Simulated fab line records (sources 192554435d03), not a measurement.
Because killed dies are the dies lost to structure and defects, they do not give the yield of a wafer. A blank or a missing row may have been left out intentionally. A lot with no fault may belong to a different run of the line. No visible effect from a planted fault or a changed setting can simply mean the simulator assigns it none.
Matching of chambers | flow n5_finfet | cmp-01 running N5_GATE_CUT_CMP_43: 4 sister chambers
The step polishes SiO2. 8 wafers are shown with their chamber, then 9 later ones without.

== WAFERS, EACH WITH ITS CHAMBER ==
wafer  | chamber | motor_current_A (A)
L080.1 | 0       | 13.4
L081.6 | 2       | 11.0
L082.2 | 0       | 13.4
L083.1 | 1       | 10.4
L083.6 | 3       | 12.6
L088.1 | 1       | 11.2
L088.2 | 3       | 12.8
L088.3 | 2       | 11.0

== WAFERS WITH NO CHAMBER GIVEN ==
wafer  | motor_current_A (A)
L093.1 | 10.7
L093.4 | 10.7
L093.6 | 10.7
L095.3 | 10.7
L095.5 | 13.9
L095.6 | 13.0
L097.2 | 12.9
L097.4 | 11.0
L097.5 | 11.2

== THE CHAMBER EACH PASSED THROUGH ==
wafer  | from the rows above     | in truth
L093.1 | can't be placed: 1 or 2 | 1
L093.4 | can't be placed: 1 or 2 | 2
L093.6 | can't be placed: 1 or 2 | 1
L095.3 | can't be placed: 1 or 2 | 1
L095.5 | 0                       | 0
L095.6 | can't be placed: 3 or 0 | 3
L097.2 | can't be placed: 3 or 0 | 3
L097.4 | can't be placed: 2 or 1 | 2
L097.5 | can't be placed: 2 or 1 | 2
Correctly placed: 1 of 9. Unplaceable from these rows: 8, with the true chamber sitting among the candidates in 8. Number placed wrongly: 0.
How it was worked out, from the rows above alone: a wafer's distance from a chamber is the root of the sum, over the readings, of the square of ((its reading less the chamber's mean) divided by the reading's scatter). The wafer belongs to the nearest chamber; if the next one is less than 2 further off, it can't be placed. Each chamber's mean is taken over the wafers shown for it. The scatter: take each reading less its chamber's mean, square it, sum over the shown wafers, divide by the number of wafers less the number of chambers, and take the root.
